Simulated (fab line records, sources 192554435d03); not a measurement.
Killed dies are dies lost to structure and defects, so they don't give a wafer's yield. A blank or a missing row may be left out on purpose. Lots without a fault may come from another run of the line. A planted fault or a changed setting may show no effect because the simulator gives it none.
fab line records | flow n5_finfet
record lots=4 wafers=12 last_day=16
route steps=1938 shown MOL_CONTACT_COAG@542 BEOL_M4@1111 PASSIVATION@1936
lots that met no fault: from a run of the same line without faults
start_h: hours from the record's first day to the start of the lot's first wafer shown | wait_h: hours since the lot's step before | " the same as in the row above | L1.1+2: a row that stands for several wafers | - no value, or no start given | * or withheld: withheld | < > ~ a bound
route shown NAME@n: a module of which the file shows steps, and the number in the route of the first | usual: mean/standard deviation of fault-free wafers | same: alike in all rows | chamber/n: place in a boat | sites: the reading at each site | _std_site: their standard deviation | _edge_site: outer sites' mean less inner sites' | radius_mm: how far each site lies from the wafer's centre | mask NAME#n: copy n | behind: the tool/chamber that last shaped the wafer | hold: why the lot was held/for how many hours/how that ended | device: the transistor (n, p or np) that didn't switch | end of line: the same wafers' tests at the end of the route | a step without rows: its recipe alone | killed: dies lost to structure and defects at the first sort, not the wafer's yield | map: a wafer's dies, x killed, . not, _ none there
set.NAME: the setting as run; set.NAME@STEP: as run at that earlier step | model.NAME: the simulator's own value behind a step, which no gauge read
lots at some steps of the route; a table a step, a row a wafer
services: from which hour (start_h, from the record's first day; less than 0 if before it) a tool's chamber was out of use, for how many hours, and why
## steps
# step N5_MOL_CONTACT_COAG_PRECLEAN_111
# recipe chemistry=NF3:NH3 afs_cycles=1 temp_c=30 time_s=20 sublimation_temp_c=180 sublimation_time_s=60 pressure_torr=3 rf_power_w=30
# step N5_MOL_CONTACT_COAG_TI_SIL_19
# recipe material=Ti target_thk_a=42 temp_c=200 chamber_pressure_pa=5 power_w=5000 time_s=15
# step N5_MOL_CONTACT_COAG_ALD_20
# recipe material=TiN target_thk_a=15 temp_c=400 ald_precursor_family=TiCl4 ald_co_reactant=NH3 pulse_time_s=1 purge_time_s=3 co_reactant_purge_time_s=2 co_reactant_pulse_time_s=2 ald_cycles=68 pressure_torr=3
# step N5_MOL_CONTACT_COAG_SIL_ANNEAL_21
# recipe temp_c=550 time_s=60 ambient=N2
# step N5_MOL_CONTACT_COAG_PRE_CLEAN_141
# recipe gas=H2/He time_s=60 temp_c=300
# step N5_MOL_CONTACT_COAG_SPUTTER_143
# recipe material=Co target_thk_a=25 temp_c=25 chamber_pressure_pa=0.2
# step N5_MOL_CONTACT_COAG_CO_FILL_22
# recipe material=Co target_thk_a=200 temp_c=200 precursor=CCTBA/H2 pressure_torr=30
# step N5_MOL_CONTACT_COAG_ANNEAL_113
# recipe temp_c=400 time_s=300 ambient=H2/N2
# step N5_MOL_CONTACT_COAG_PRE_CLEAN_142
# recipe gas=H2/He time_s=60 temp_c=300
# step N5_MOL_CONTACT_COAG_SPUTTER_130
# recipe material=Co target_thk_a=475 temp_c=25 chamber_pressure_pa=0.5 power_w=3000
# step N5_MOL_CONTACT_COAG_PRECLEAN_125
# recipe chemistry=DIW time_s=57.5 temp_c=23
# step N5_MOL_CONTACT_COAG_SRD_126
# recipe dry_time_s=32 dry=n2_spin spin_rpm=1500
# step N5_MOL_CONTACT_COAG_CMP_23
# recipe stop_on=SiO2 t_overpolish_s=1.5 post_cmp_clean=cu_alkaline down_force_psi=2 platen_rpm=50.289 pad_velocity_m_s=1.0006 target_thk_nm=0
# usual head_pressure_psi=2.000/0.0044 motor_current_A=8.2/0.73 overpolish_run_s=1.500/0.0079 platen_rpm=50.29/0.033 time_to_endpoint_s=10.0/2.4
# same t_overpolish_s=1.5
# columns lot.wafer tool chamber start_h wait_h head_pressure_psi motor_current_A overpolish_run_s platen_rpm time_to_endpoint_s model.SiNx_of_GATE_CUT_SAC_CAP_01.thk_nm
L613.3 cmp-01 3 142.31 0.0 1.995 8.8 1.510 50.30 8.8 18.4
L613.6 " 3 " " 2.002 8.8 1.489 50.27 8.7 18.4
L613.5 " 0 " " 2.000 9.0 1.501 50.22 9.2 18.2
L620.3 cmp-04 0 185.16 0.0 2.005 7.7 1.492 50.27 12.5 18.4
L620.1 " 1 " " 1.997 8.0 1.490 50.34 12.1 18.2
L620.6 " 0 " " 1.995 7.5 1.494 50.26 12.1 18.2
L621.2 cmp-01 2 191.04 0.1 2.500 9.4 1.507 50.24 6.1 17.8
L621.4 " 3 " " 1.999 8.7 1.505 50.30 8.2 18.2
L621.6 " 1 " " 1.997 7.4 1.510 50.26 11.2 18.4
L624.3 cmp-01 0 208.24 0.0 2.002 9.0 1.493 50.28 7.5 18.4
L624.1 " 2 " " 2.508 9.2 1.504 50.25 6.1 17.8
L624.5 " 1 " " 2.007 7.0 1.494 50.26 9.5 18.2
# step N5_MOL_CONTACT_COAG_WET_ETCH_26
# recipe target=Co target_depth_nm=13
# step N5_MOL_CONTACT_COAG_WET_ETCH_116
# recipe chemistry=SC1-inhibited target_depth_nm=4.6 dry=ipa_marangoni rinse_time_s=30 rinse_temp_c=23
# step N5_MOL_CONTACT_COAG_ALD_27
# recipe material=SiOC target_thk_a=170 temp_c=400 ald_precursor_family=carbosiloxane ald_co_reactant=H2-plasma pulse_time_s=1.5 time_s=2720 purge_time_s=2 co_reactant_purge_time_s=2 ald_cycles=340 pressure_torr=2
# step N5_MOL_CONTACT_COAG_CMP_28
# recipe stop_on=SiNx t_overpolish_s=0.85 post_cmp_clean=alkaline_brush down_force_psi=4.15 platen_rpm=51.8 pad_velocity_m_s=1.0307 target_thk_nm=14.522
# usual head_pressure_psi=4.149/0.0085 motor_current_A=12.7/1.2 platen_rpm=51.80/0.04 time_to_endpoint_s=4.7/2.7
# same t_overpolish_s=0.85
# columns lot.wafer tool chamber start_h wait_h head_pressure_psi motor_current_A platen_rpm time_to_endpoint_s model.SiNx_of_GATE_CUT_SAC_CAP_01.thk_nm
L613.3 cmp-04 0 144.74 0.8 4.147 11.5 51.84 7.6 18
L613.6 " 3 " " 4.137 12.8 51.82 5.0 18
L613.5 " 0 " " 4.157 12.1 51.81 6.8 18
L620.1 cmp-03 3 191.72 0.8 4.152 12.3 51.76 7.9 18
L620.3 " 0 " " 4.146 12.5 51.81 9.3 18
L620.6 " 0 " " 4.151 13.5 51.79 7.6 17.8
L621.2 cmp-01 1 194.73 0.8 4.138 11.0 51.90 6.0 17.4
L621.4 " 2 " " 4.139 12.8 51.76 1.6 17.8
L621.6 " 1 " " 4.153 10.8 51.81 5.8 18
L624.3 cmp-01 1 210.70 0.9 4.152 10.7 51.87 3.4 18
L624.1 " 2 " " 4.145 12.3 51.76 0.0 17.4
L624.5 " 0 " " 4.150 13.9 51.83 0.9 18
# step N5_MOL_CONTACT_COAG_THK_MEAS_29
# recipe reads=SiNx_of_GATE_CUT_PECVD_57+SiNx_of_GATE_CUT_SAC_CAP_01
# usual MD_CAP_THK=17.92/0.08
# columns lot.wafer tool chamber start_h wait_h MD_CAP_THK[nm]
L613.3 film_metro-01 - 145.00 - 17.96
L613.5 " - " " 17.92
L613.6 " - " " 18.04
L620.1 film_metro-01 - 192.02 - 17.91
L620.3 " - " " 18.00
L620.6 " - " " 17.88
L621.2 film_metro-02 - 195.03 - 17.49
L621.4 " - " " 17.85
L621.6 " - " " 17.95
L624.1 film_metro-01 - 210.92 - 17.48
L624.3 " - " " 18.00
L624.5 " - " " 17.94
# step N5_MOL_CONTACT_COAG_ALD_123
# recipe material=SiNx target_thk_a=50 temp_c=400 ald_precursor_family=SiH2I2 ald_co_reactant=N2/H2-plasma pulse_time_s=1 purge_time_s=2 co_reactant_purge_time_s=2 ald_cycles=100 pressure_torr=2
# step N5_MOL_CONTACT_COAG_PECVD_31
# recipe material=SiO2 target_thk_a=460 temp_c=400 precursor=TEOS/O2 pressure_torr=6.5 rf_w=withheld teos_flow_sccm=withheld gas=O2 flow_sccm=2650 time_s=8.9
# step N5_MOL_CONTACT_COAG_COAT_75
# recipe resist=SOC temp_c=250 time_s=60 spin_rpm=1500 resist_thk_nm=60
# step N5_MOL_CONTACT_COAG_COAT_76
# recipe resist=SiARC temp_c=220 time_s=60 spin_rpm=1500 resist_thk_nm=10
# step N5_MOL_CONTACT_COAG_COAT_77
# recipe resist=underlayer temp_c=205 time_s=60 spin_rpm=1500 resist_thk_nm=10
# step N5_MOL_CONTACT_COAG_COAT_78
# recipe resist=CAR-EUV spin_rpm=1500 resist_thk_nm=40
# step N5_MOL_CONTACT_COAG_EBR_80
# recipe solvent=PGMEA ebr_width_mm=1.5
# step N5_MOL_CONTACT_COAG_SOFTBAKE_79
# recipe temp_c=110 time_s=60 resist=CAR-EUV
# step N5_MOL_CONTACT_COAG_EXPOSE_81
# recipe mask_id=VG na=0.33 source_shape=annular sigma_inner=0.3 sigma_outer=0.7 polarization=unpolarized defocus_nm=0 dose_mj=59.5
# step N5_MOL_CONTACT_COAG_PEB_82
# recipe peb_temp_c=100 peb_time_s=60 resist=CAR-EUV
# step N5_MOL_CONTACT_COAG_DEVELOP_83
# recipe develop_time_s=30 developer=TMAH resist=CAR-EUV rinse_liquid=surfactant_rinse dry=air_spin dev_temp_c=23
# step N5_MOL_CONTACT_COAG_DESCUM_88
# recipe chemistry=O2 time_s=7 source_power_w=50 bias_power_w=20 pressure_mtorr=20 rf_frequency_hz=2.712e+07 temp_c=40 resist=CAR-EUV o2_flow_sccm=225
# step N5_MOL_CONTACT_COAG_ETCH_89
# recipe chemistry=N2/H2 target=underlayer target_depth_a=130 mask_material=CAR-EUV time_s=10.4 ion_energy_ev=200 pressure_mtorr=30 source_w=840 bias_w=150 n2_flow_sccm=200 h2_flow_sccm=200 ends=cleared
# step N5_MOL_CONTACT_COAG_ETCH_90
# recipe chemistry=CF4 target=SiARC target_depth_a=130 mask_material=CAR-EUV time_s=21.7 ion_energy_ev=80 pressure_mtorr=40 source_w=545 bias_w=36 Ar_flow_sccm=100 cf4_flow_sccm=100 ends=cleared
# step N5_MOL_CONTACT_COAG_ALD_131
# recipe material=SiO2 target_thk_a=50 temp_c=100 ald_precursor_family=BDEAS ald_co_reactant=O2-plasma pulse_time_s=1 co_reactant_pulse_time_s=1 purge_time_s=2 co_reactant_purge_time_s=2 ald_cycles=35 pressure_torr=2
# step N5_MOL_CONTACT_COAG_ETCHBACK_132
# recipe chemistry=CHF3 target=SiO2 target_depth_a=100 time_s=6.7 ion_energy_ev=200 pressure_mtorr=30 source_w=610 bias_w=170 Ar_flow_sccm=200 CHF3_flow_sccm=50
# step N5_MOL_CONTACT_COAG_ETCH_91
# recipe chemistry=N2/H2 target=SOC target_depth_a=600 overetch_a=210 mask_material=SiARC temp_c=40 time_s=101.2 ion_energy_ev=200 pressure_mtorr=30 source_w=840 bias_w=150 n2_flow_sccm=200 h2_flow_sccm=200
# step N5_MOL_CONTACT_COAG_STRIP_92
# recipe chemistry=N2/H2 temp_c=40 n2_flow_sccm=200 h2_flow_sccm=200 rf_frequency_hz=6e+07
# step N5_MOL_CONTACT_COAG_STRIP_93
# recipe chemistry=N2/H2 temp_c=40 n2_flow_sccm=200 h2_flow_sccm=200 rf_frequency_hz=6e+07
# step N5_MOL_CONTACT_COAG_ETCH_47
# recipe chemistry=CH3F/O2 target=SiNx target_depth_a=270 mask_material=SiO2 stop_on=W over_etch_frac=0.2 ion_energy_ev=120 endpoint=OES-CN pressure_mtorr=30 source_w=395 bias_w=73 Ar_flow_sccm=150 CH3F_flow_sccm=30 O2_flow_sccm=20 ends=end_point
# usual drypump_motor_current_A=5.7/0.42 etch_rf_on_time_s=31.2/0.55 oes_product_au=0.73/0.076 rf_fwd_power_W=386.4/1.5 rf_vpp_V=299/6.2 showerhead_plenum_p_Torr=2.01/0.068 throttle_valve_pct=16.21/0.21
# columns lot.wafer tool chamber start_h wait_h drypump_motor_current_A etch_rf_on_time_s oes_product_au rf_fwd_power_W rf_hours_counter_h rf_vpp_V showerhead_plenum_p_Torr throttle_valve_pct model.etch.t_clear_s model.MOL_CONTACT_COAG.feature_depth_nm model.etch.depth_nm
L613.3 rie_diel-05 2 147.03 0.0 6.5 32.1 0.61 387.7 230 294 2.07 16.72 26.78 18.6 17.97
L613.5 " 2 " " 6.6 32.2 0.62 386.9 - 292 2.07 16.73 26.8 18.4 17.93
L613.6 " 1 " " 5.6 31.2 0.78 390.5 - 297 1.95 16.27 26.01 18.8 18.09
L620.1 rie_diel-05 2 195.17 0.0 6.5 31.1 0.62 388.6 245 293 2.06 16.77 25.95 18.6 17.91
L620.3 " 0 " " 5.8 30.8 0.80 384.1 30 293 1.95 16.13 25.64 18.6 18.05
L620.6 " 1 " " 5.6 29.9 0.77 387.8 - 297 1.94 16.31 24.92 18.4 17.89
L621.2 rie_diel-04 0 196.70 0.0 5.2 29.7 0.85 386.6 3 309 1.96 15.72 24.79 18 17.46
L621.4 " 2 " " 5.7 30.6 0.62 386.0 247 298 1.96 16.51 25.53 18.4 17.85
L621.6 " 2 " " 5.7 31.1 0.61 387.0 - 299 1.96 16.56 25.88 18.6 17.98
L624.1 rie_diel-02 2 213.15 0.0 6.2 30.5 0.72 386.7 90 290 2.09 16.09 25.39 18 17.44
L624.3 " 3 " " 5.6 31.1 0.79 387.5 28 308 2.04 15.93 25.96 18.6 18
L624.5 " 3 " " 5.6 30.9 0.79 387.5 - 308 2.04 15.93 25.71 18.6 17.93
# step N5_BEOL_M4_RC_MEAS_101
# usual DIBL_N=36.2/1.6 DIBL_P=36.5/1.9 IOFF_N=0.158/0.027 IOFF_P=0.21/0.038 ION_N=675/12 ION_P=464/8.9 SS_N=71.5/0.61 SS_P=73.4/0.59 VT_N=250.4/3 VT_P=-250/3.6
# columns lot.wafer tool chamber start_h wait_h DIBL_N[mV/V] DIBL_P[mV/V] IOFF_N[nA/um] IOFF_P[nA/um] ION_N[uA/um] ION_P[uA/um] SS_N[mV/dec] SS_P[mV/dec] VT_N[mV] VT_P[mV]
L613.3 prober-01 0 212.85 0.3 36.4 34.1 0.138 0.15 662 449 71.5 73.1 253.4 -258
L613.5 " 0 " " 34.5 33.1 0.119 0.14 654 447 70.9 73.1 253.1 -257
L613.6 " 0 " " 36.6 35.9 0.148 0.18 676 458 71.7 73.3 249.8 -255
L620.1 prober-02 0 275.09 0.0 36.0 36.8 0.154 0.21 678 461 71.9 73.5 251.5 -251
L620.3 " 0 " " 32.6 33.1 0.108 0.15 663 454 71.3 73.0 252.2 -255
L620.6 " 0 " " 35.5 35.9 0.148 0.19 669 459 72.0 73.0 248.8 -251
L624.1 prober-01 0 276.71 0.0 34.3 37.1 0.136 0.19 670 464 72.5 73.1 254.0 -254
L624.3 " 0 " " 34.1 36.9 0.137 0.19 671 462 71.9 73.8 251.3 -252
L624.5 " 0 " " 36.8 39.9 0.192 0.25 683 470 72.1 73.9 249.9 -249
L621.2 prober-02 0 276.97 0.2 35.5 35.7 0.137 0.18 682 465 70.4 72.0 254.0 -254
L621.4 " 0 " " 36.5 35.6 0.151 0.18 675 457 71.9 73.7 249.8 -253
L621.6 " 0 " " 37.0 36.4 0.165 0.20 690 471 71.0 72.8 248.1 -250
# step N5_PASSIVATION_PROBE_49
# usual defect_limited_yield=91.3/1.7 killed_at_M0_to_M3=33/11 killed_at_M4_up=14/5.5 killed_at_contacts=13/6.5 killed_at_front_end=39/13 killed_at_other=3.4/2.9 killed_dies=103/20 killed_open=69/15 killed_short=32/8.1 sort_bin_5_function=5.1/1.1 sort_bin_6_memory=3.3/0.74 sort_n_pass=1077/20 sort_yield_pct=91.3/1.7
# same gross_dies=1180 killed_at_back_side=0 sort_bin_4_leakage[%]=0 sort_bin_8_speed[%]=0
# columns lot.wafer tool chamber start_h wait_h defect_limited_yield[%] killed_at_M0_to_M3 killed_at_M4_up killed_at_contacts killed_at_front_end killed_at_other killed_dies killed_open killed_short sort_bin_5_function[%] sort_bin_6_memory[%] sort_n_pass sort_yield_pct[%]
L613.3 prober-02 - 331.87 0.1 92.2 26 15 5 45 1 92 64 22 4.4 3.1 1088 92.2
L613.5 prober-02 - 331.97 0.2 91.2 25 24 9 45 1 104 67 36 4.7 3.7 1076 91.2
L613.6 prober-02 - 332.02 0.3 92.0 25 20 17 32 0 94 59 35 5.1 2.5 1086 92.0
L624.1 prober-01 - 385.74 0.0 91.8 31 11 14 38 3 97 62 32 6.1 1.9 1083 91.8
L624.3 prober-01 - 385.84 0.1 90.1 36 14 11 50 6 117 80 37 6.0 3.6 1063 90.1
L624.5 prober-01 - 385.94 0.2 92.4 32 11 19 26 2 90 64 25 4.3 2.9 1090 92.4
L621.2 prober-01 - 391.85 0.1 90.9 48 13 13 33 0 107 68 39 5.6 3.3 1073 90.9
L621.4 prober-01 - 391.95 0.2 91.4 31 20 18 30 3 102 67 34 4.5 3.6 1078 91.4
L621.6 prober-01 - 392.05 0.3 91.0 36 15 12 37 6 106 63 37 5.8 3.1 1074 91.0
# killed by level:class
L613.3 STI_FIN_REVEAL:geometric_particle:open=13 FIN_SAQP:geometric_particle:open=8 BEOL_M4:geometric_particle:open=8 BEOL_M1:geometric_particle:open=6 MOL_CONTACT_COAG:geometric_particle:open=5 BEOL_M3:geometric_particle:open=5 STARTING-WAFER:geometric_particle:open=5 BEOL_M0_SAQP:geometric_particle:open=4
L613.5 BEOL_M4:geometric_particle:open=14 STI_FIN_REVEAL:geometric_particle:open=8 FIN_SAQP:geometric_particle:open=7 MOL_CONTACT_COAG:geometric_particle:open=6 BEOL_M1:geometric_particle:short=6 BEOL_M0_SAQP:geometric_particle:open=5 BEOL_M1:geometric_particle:open=5 STARTING-WAFER:geometric_particle:short=5
L613.6 MOL_CONTACT_COAG:geometric_particle:open=13 BEOL_M4:geometric_particle:open=9 FIN_SAQP:geometric_particle:open=5 STI_FIN_REVEAL:geometric_particle:open=5 BEOL_M5:geometric_particle:open=5 FIN_SAQP:geometric_particle:short=4 MOL_CONTACT_COAG:geometric_particle:short=4 BEOL_M0_SAQP:geometric_particle:short=4
L624.1 MOL_CONTACT_COAG:geometric_particle:open=10 BEOL_M2:geometric_particle:open=9 DUMMY_GATE:geometric_particle:open=8 BEOL_M3:geometric_particle:open=7 FIN_SAQP:geometric_particle:open=6 STI_FIN_REVEAL:geometric_particle:open=6 BEOL_M0_SAQP:geometric_particle:short=5 FIN_SAQP:geometric_particle:short=4
L624.3 STI_FIN_REVEAL:geometric_particle:open=21 MOL_CONTACT_COAG:geometric_particle:open=8 BEOL_M3:geometric_particle:open=8 BEOL_M0_SAQP:geometric_particle:short=7 BEOL_M0_SAQP:geometric_particle:open=7 BEOL_M2:geometric_particle:open=5 BEOL_M4:geometric_particle:open=5 FIN_SAQP:geometric_particle:short=4
L624.5 MOL_CONTACT_COAG:geometric_particle:open=16 BEOL_M2:geometric_particle:open=15 BEOL_M3:geometric_particle:open=7 FIN_SAQP:geometric_particle:open=5 GATE_CUT:geometric_particle:short=5 FIN_SAQP:geometric_particle:short=4 STI_FIN_REVEAL:geometric_particle:open=4 BEOL_M2:geometric_particle:short=4
L621.2 BEOL_M0_SAQP:geometric_particle:open=16 BEOL_M0_SAQP:geometric_particle:short=11 MOL_CONTACT_COAG:geometric_particle:open=10 FIN_SAQP:geometric_particle:open=8 BEOL_M2:geometric_particle:open=8 FIN_SAQP:geometric_particle:short=7 BEOL_M1:geometric_particle:open=5 BEOL_M4:geometric_particle:open=5
L621.4 MOL_CONTACT_COAG:geometric_particle:open=16 BEOL_M4:geometric_particle:open=10 GATE_CUT:geometric_particle:short=8 BEOL_M0_SAQP:geometric_particle:short=8 BEOL_M2:geometric_particle:open=8 FIN_SAQP:geometric_particle:open=7 BEOL_M0_SAQP:geometric_particle:open=6 STI_FIN_REVEAL:geometric_particle:open=3
L621.6 BEOL_M2:geometric_particle:open=12 FIN_SAQP:geometric_particle:short=10 FIN_SAQP:geometric_particle:open=8 BEOL_M4:geometric_particle:open=8 MOL_CONTACT_COAG:geometric_particle:open=7 BEOL_M0_SAQP:geometric_particle:short=7 BEOL_M3:geometric_particle:open=6 MOL_CONTACT_COAG:geometric_particle:short=5
## services
# columns tool chamber start_h hours kind
cmp-01 - 139.82 0.6 repair
cmp-01 - 150.76 0.7 repair
cmp-04 - 160.14 5.4 pm
rie_diel-04 0 163.15 - clean
rie_diel-04 0 163.15 - consumable_replace:focus_ring
rie_diel-04 0 163.15 21.2 scheduled_down
rie_diel-04 0 163.15 21.2 vent_cycle
rie_diel-04 2 165.46 6.9 repair
cmp-01 - 174.40 0.5 repair
cmp-01 - 194.96 4.0 pm
rie_diel-05 2 206.62 - clean
rie_diel-05 2 206.62 - consumable_replace:focus_ring
rie_diel-05 2 206.62 23.4 scheduled_down
rie_diel-05 2 206.62 23.4 vent_cycle
rie_diel-04 0 212.51 4.9 repair
## key
first_sign step=N5_MOL_CONTACT_COAG_CMP_23 reading=head_pressure_psi direction=up sigmas=99+ usual=2.000 struck=2.504
effect step=N5_MOL_CONTACT_COAG_THK_MEAS_29 reading=MD_CAP_THK direction=down sigmas=5.5 usual=17.92 struck=17.48
model_effect step=N5_MOL_CONTACT_COAG_CMP_23 value=SiNx_of_GATE_CUT_SAC_CAP_01.thk_nm without=18.3 struck=17.8
model_effect step=N5_MOL_CONTACT_COAG_CMP_28 value=SiNx_of_GATE_CUT_SAC_CAP_01.thk_nm without=18 struck=17.4
model_effect step=N5_MOL_CONTACT_COAG_ETCH_47 value=etch.t_clear_s without=25.83 struck=25.09
met_at N5_MOL_CONTACT_COAG_CMP_23
struck_wafers L621.2,L624.1
fault kind=process_parameter_drift tool=cmp-01 chamber=2 onset_h=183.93 steps=N5_MOL_CONTACT_COAG_CMP_23 channel=down_force_psi offset=0.50853 shape=step end_h=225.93 acts_in=these_recipes_only stated=2
